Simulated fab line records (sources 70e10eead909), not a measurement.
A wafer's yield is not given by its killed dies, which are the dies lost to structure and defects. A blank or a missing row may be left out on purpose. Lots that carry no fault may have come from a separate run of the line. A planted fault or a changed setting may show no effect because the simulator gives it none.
Matching of chambers + flow nand-harc + NHARC_A_CONTACT_CMP_20 on cmp-01: 4 sister chambers
The step polishes, t overpolish 30 s, target thk 300 nm. 8 wafers are shown with their chamber, then 11 later ones without.

WAFERS WITH THEIR CHAMBER
| wafer  | chamber | motor-current-A (A) | time-to-endpoint-s (s) |
|--------|---------|---------------------|------------------------|
| L085.5 | 1       | 12.5                | 61                     |
| L089.1 | 3       | 11.9                | 57                     |
| L089.3 | 2       | 11.9                | 59                     |
| L089.6 | 0       | 10.7                | 62                     |
| L088.1 | 2       | 12.8                | 59                     |
| L088.4 | 3       | 12.2                | 57                     |
| L088.5 | 0       | 11.1                | 67                     |
| L091.2 | 1       | 12.0                | 61                     |

WAFERS WITHOUT THEIR CHAMBER
| wafer  | motor-current-A (A) | time-to-endpoint-s (s) |
|--------|---------------------|------------------------|
| L091.3 | 12.4                | 61                     |
| L091.6 | 10.8                | 68                     |
| L092.1 | 11.6                | 62                     |
| L092.3 | 11.1                | 66                     |
| L092.6 | 12.1                | 61                     |
| L093.3 | 12.0                | 63                     |
| L093.4 | 11.9                | 60                     |
| L093.5 | 12.3                | 59                     |
| L094.1 | 12.8                | 61                     |
| L094.2 | 11.5                | 56                     |
| L094.5 | 11.1                | 61                     |

WHICH CHAMBER EACH WENT THROUGH
| wafer  | from the rows above               | in truth |
|--------|-----------------------------------|----------|
| L091.3 | can't be placed: 1 or 2           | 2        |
| L091.6 | 0                                 | 0        |
| L092.1 | can't be placed: 1 or 0 or 2 or 3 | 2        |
| L092.3 | 0                                 | 0        |
| L092.6 | can't be placed: 1 or 2 or 3      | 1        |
| L093.3 | can't be placed: 1 or 2 or 0      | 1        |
| L093.4 | can't be placed: 1 or 2 or 3      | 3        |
| L093.5 | can't be placed: 2 or 1 or 3      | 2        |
| L094.1 | can't be placed: 1 or 2 or 3      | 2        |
| L094.2 | can't be placed: 3 or 2 or 1      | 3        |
| L094.5 | can't be placed: 0 or 1 or 3 or 2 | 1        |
2 of 11 placed correctly. From these rows, 9 cannot be placed; in 9 the true chamber is one of the candidates. 0 placed wrongly.
How it was worked out, from the rows above alone: a wafer's distance from a chamber is the root of the sum, over the readings, of the square of ((its reading less the chamber's mean) divided by the reading's scatter). The wafer belongs to the nearest chamber; if the next one is less than 2 further off, it can't be placed. The mean given for a chamber averages the wafers shown for that chamber. The scatter is the square root of a quotient: the sum, over the shown wafers, of each reading's squared deviation from its chamber's mean, divided by wafers minus chambers.
